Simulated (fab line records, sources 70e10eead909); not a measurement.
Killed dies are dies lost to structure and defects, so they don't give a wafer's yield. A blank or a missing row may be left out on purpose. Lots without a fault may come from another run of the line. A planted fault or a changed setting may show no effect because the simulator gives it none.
Which tool did it? | flow nand_harc | 24 lots, 72 wafers sampled, at 4 steps of a route of 1302

WHAT THE GAUGES READ, wafer by wafer
NHARC_P_M2_OVL_MEAS_10: pitch 340 nm.
lot  | measured     | on         | overlay_x_nm (nm) | overlay_y_nm (nm)
L074 | day 6 15:16  | overlay-02 | 0.7 0.4 0.3       | 0.5 1.0 0.9
L075 | day 6 15:36  | overlay-01 | -1.2 -1.4 -1.3    | 0.6 -0.5 -0.2
L076 | day 7 03:13  | overlay-01 | 0.1 -0.6 -0.5     | 1.2 0.6 0.8
L077 | day 7 16:17  | overlay-02 | 1.3 0.8 1.1       | -0.2 -0.4 -0.1
L078 | day 8 03:31  | overlay-01 | 0.4 0.2 0.0       | 1.4 1.1 1.1
L079 | day 8 11:14  | overlay-02 | -0.4 -0.6 -0.2    | -0.1 0.7 0.4
L080 | day 9 02:46  | overlay-02 | 0.1 -0.3 0.3      | 1.3 1.3 1.4
L081 | day 9 11:19  | overlay-02 | 0.7 1.5 0.8       | -0.3 -0.3 -0.7
L082 | day 9 17:32  | overlay-02 | -0.1 -0.3 -0.4    | 0.7 -0.1 0.1
L083 | day 10 18:10 | overlay-01 | -1.6 -0.7 -1.3    | 0.5 0.6 1.3
L084 | day 10 22:07 | overlay-02 | 0.4 0.2 0.4       | -1.6 -1.4 -0.8
L085 | day 11 02:34 | overlay-01 | 1.0 0.6 0.6       | -0.3 -0.1 -0.7
L086 | day 11 13:05 | overlay-01 | -0.2 0.2 0.1      | -0.5 -0.9 -0.5
L087 | day 11 21:54 | overlay-01 | 2.6 2.1 2.2       | -0.4 -0.4 -0.4
L088 | day 12 09:55 | overlay-02 | 0.1 0.0 -0.1      | -0.2 -0.2 -0.2
L089 | day 12 20:20 | overlay-01 | -1.3 -1.4 -1.2    | 0.9 0.8 0.5
L090 | day 13 06:40 | overlay-02 | 0.3 -0.2 -0.7     | -1.3 -1.1 -1.6
L091 | day 13 12:16 | overlay-01 | -0.1 -0.6 0.3     | -1.3 -1.4 -1.1
L092 | day 14 07:32 | overlay-01 | 0.9 1.0 0.9       | -0.5 -0.4 -0.5
L093 | day 14 14:50 | overlay-01 | -0.1 -0.1 0.2     | 1.6 1.6 1.6
L094 | day 14 20:38 | overlay-02 | 1.7 0.9 0.8       | 0.9 1.4 1.1
L095 | day 15 07:06 | overlay-02 | -0.5 -0.2 -0.5    | 0.1 0.0 0.3
L096 | day 15 15:04 | overlay-02 | 0.5 0.3 0.4       | -1.4 -1.1 -1.0
L097 | day 16 02:08 | overlay-01 | 1.4 0.9 1.4       | 0.0 -0.4 0.0

NHARC_P_BONDPAD_CD_MEAS_13.
lot  | measured     | on        | cd_nm (nm)
L074 | day 6 20:16  | cd_sem-02 | 500.6 500.0 499.6
L075 | day 6 20:50  | cd_sem-01 | 498.0 496.9 496.4
L076 | day 7 08:13  | cd_sem-01 | 500.7 498.7 498.6
L077 | day 7 21:34  | cd_sem-01 | 500.4 501.3 499.0
L078 | day 8 08:55  | cd_sem-02 | 498.2 500.4 499.1
L079 | day 8 16:06  | cd_sem-01 | 497.0 501.2 499.8
L080 | day 9 07:44  | cd_sem-02 | 500.2 499.8 501.1
L081 | day 9 16:13  | cd_sem-01 | 499.7 498.9 498.6
L082 | day 9 22:37  | cd_sem-01 | 498.9 498.6 497.5
L083 | day 10 23:23 | cd_sem-03 | 498.0 498.2 497.5
L084 | day 11 03:01 | cd_sem-02 | 500.8 501.5 501.0
L085 | day 11 07:39 | cd_sem-03 | 498.1 498.0 499.0
L086 | day 11 18:04 | cd_sem-02 | 499.5 500.2 500.2
L087 | day 12 02:54 | cd_sem-02 | 501.2 500.2 499.6
L088 | day 12 14:47 | cd_sem-03 | 500.6 500.2 502.1
L089 | day 13 01:16 | cd_sem-01 | 499.2 499.7 497.6
L090 | day 13 11:38 | cd_sem-01 | 501.3 501.6 501.3
L091 | day 13 17:23 | cd_sem-03 | 497.4 496.2 497.8
L092 | day 14 12:24 | cd_sem-03 | 498.6 499.0 499.4
L093 | day 14 19:56 | cd_sem-02 | 500.7 499.7 499.3
L094 | day 15 01:37 | cd_sem-03 | 499.8 499.9 501.4
L095 | day 15 12:08 | cd_sem-01 | 498.4 497.6 498.8
L096 | day 15 20:03 | cd_sem-03 | 500.6 501.4 500.6
L097 | day 16 07:07 | cd_sem-01 | 500.0 499.3 501.0

WHICH TOOL RAN EACH LOT (tool, then ch and the chambers of the sampled wafers, then the start)
lot  | NHARC_P_M1_ANNEAL_31             | NHARC_P_M2_ANNEAL_31
L074 | rtp_anneal-01 ch 0, day 6 13:10  | rtp_anneal-02 ch 0, day 6 17:10
L075 | rtp_anneal-02 ch 0, day 6 13:30  | rtp_anneal-01 ch 0, day 6 17:47
L076 | rtp_anneal-02 ch 0, day 7 00:55  | rtp_anneal-02 ch 0, day 7 05:04
L077 | rtp_anneal-01 ch 0, day 7 13:59  | rtp_anneal-02 ch 0, day 7 18:34
L078 | rtp_anneal-02 ch 0, day 8 01:13  | rtp_anneal-02 ch 0, day 8 05:47
L079 | rtp_anneal-01 ch 0, day 8 09:04  | rtp_anneal-01 ch 0, day 8 13:06
L080 | rtp_anneal-01 ch 0, day 9 00:28  | rtp_anneal-02 ch 0, day 9 04:37
L081 | rtp_anneal-02 ch 0, day 9 09:04  | rtp_anneal-01 ch 0, day 9 13:13
L082 | rtp_anneal-01 ch 0, day 9 15:21  | rtp_anneal-02 ch 0, day 9 19:29
L083 | rtp_anneal-02 ch 0, day 10 15:53 | rtp_anneal-01 ch 0, day 10 20:04
L084 | rtp_anneal-01 ch 0, day 10 19:44 | rtp_anneal-01 ch 0, day 11 00:01
L085 | rtp_anneal-02 ch 0, day 11 00:15 | rtp_anneal-01 ch 0, day 11 04:27
L086 | rtp_anneal-01 ch 0, day 11 10:54 | rtp_anneal-01 ch 0, day 11 14:57
L087 | rtp_anneal-02 ch 0, day 11 19:43 | rtp_anneal-01 ch 0, day 11 23:45
L088 | rtp_anneal-02 ch 0, day 12 07:41 | rtp_anneal-01 ch 0, day 12 11:49
L089 | rtp_anneal-01 ch 0, day 12 18:08 | rtp_anneal-01 ch 0, day 12 22:16
L090 | rtp_anneal-02 ch 0, day 13 04:22 | rtp_anneal-01 ch 0, day 13 08:37
L091 | rtp_anneal-02 ch 0, day 13 09:59 | rtp_anneal-02 ch 0, day 13 14:07
L092 | rtp_anneal-02 ch 0, day 14 05:29 | rtp_anneal-01 ch 0, day 14 09:30
L093 | rtp_anneal-01 ch 0, day 14 12:32 | rtp_anneal-01 ch 0, day 14 16:44
L094 | rtp_anneal-01 ch 0, day 14 18:34 | rtp_anneal-01 ch 0, day 14 22:36
L095 | rtp_anneal-01 ch 0, day 15 04:48 | rtp_anneal-01 ch 0, day 15 08:58
L096 | rtp_anneal-01 ch 0, day 15 12:40 | rtp_anneal-02 ch 0, day 15 16:58
L097 | rtp_anneal-02 ch 0, day 16 00:07 | rtp_anneal-02 ch 0, day 16 04:08
- NHARC_P_M1_ANNEAL_31: time 90 s.
- NHARC_P_M2_ANNEAL_31: time 90 s.

WHAT THE TOOLS THEMSELVES READ (means of the sampled wafers that have a number; where no wafer has one, the mark that the record gives instead)
NHARC_P_M1_ANNEAL_31.
lot  | tool          | wafer_temp_C_max
L074 | rtp_anneal-01 | 226.01
L075 | rtp_anneal-02 | 225.48
L076 | rtp_anneal-02 | 225.64
L077 | rtp_anneal-01 | 225.90
L078 | rtp_anneal-02 | 225.62
L079 | rtp_anneal-01 | 226.14
L080 | rtp_anneal-01 | 225.72
L081 | rtp_anneal-02 | 225.41
L082 | rtp_anneal-01 | 225.75
L083 | rtp_anneal-02 | 225.46
L084 | rtp_anneal-01 | 226.17
L085 | rtp_anneal-02 | 225.58
L086 | rtp_anneal-01 | 225.86
L087 | rtp_anneal-02 | 225.53
L088 | rtp_anneal-02 | 225.47
L089 | rtp_anneal-01 | 226.11
L090 | rtp_anneal-02 | 225.64
L091 | rtp_anneal-02 | 225.65
L092 | rtp_anneal-02 | 225.51
L093 | rtp_anneal-01 | 225.77
L094 | rtp_anneal-01 | 226.04
L095 | rtp_anneal-01 | 225.72
L096 | rtp_anneal-01 | 226.02
L097 | rtp_anneal-02 | 225.75

NHARC_P_M2_ANNEAL_31.
lot  | tool          | wafer_temp_C_max
L074 | rtp_anneal-02 | 225.32
L075 | rtp_anneal-01 | 225.79
L076 | rtp_anneal-02 | 225.46
L077 | rtp_anneal-02 | 225.52
L078 | rtp_anneal-02 | 225.59
L079 | rtp_anneal-01 | 226.10
L080 | rtp_anneal-02 | 225.51
L081 | rtp_anneal-01 | 225.81
L082 | rtp_anneal-02 | 225.69
L083 | rtp_anneal-01 | 225.92
L084 | rtp_anneal-01 | 225.84
L085 | rtp_anneal-01 | 225.61
L086 | rtp_anneal-01 | 225.84
L087 | rtp_anneal-01 | 225.81
L088 | rtp_anneal-01 | 225.64
L089 | rtp_anneal-01 | 225.74
L090 | rtp_anneal-01 | 225.89
L091 | rtp_anneal-02 | 225.34
L092 | rtp_anneal-01 | 225.69
L093 | rtp_anneal-01 | 225.89
L094 | rtp_anneal-01 | 226.33
L095 | rtp_anneal-01 | 225.84
L096 | rtp_anneal-02 | 225.43
L097 | rtp_anneal-02 | 225.45

THE ANSWER, worked out from the rows above alone
Rule: what is usual is taken from the lots themselves. Put in order of their means at a reading, lots are off if they are a third of the lots or fewer, leave a main group of 4 or more, and stand apart from it by a gap of 3 or more times the standard deviation of the main group's means; of several such gaps the widest counts. A main group whose means are all the same, to the digits that the tables above print for the reading, isn't used. A lot without any number at a reading at which 4 lots or more have one is off too. The other lots that the step has rows for count as sound. The gauges are gone through in route order, then the tools' own readings, and for those a lot's mean is taken as printed above. The first step at which some lot is off is used, and at that step the reading that is off furthest; a lot without a number counts as furthest.
No lot is off at any reading shown: from this, nothing can be told.

WHAT THE SIMULATOR HAD PUT IN
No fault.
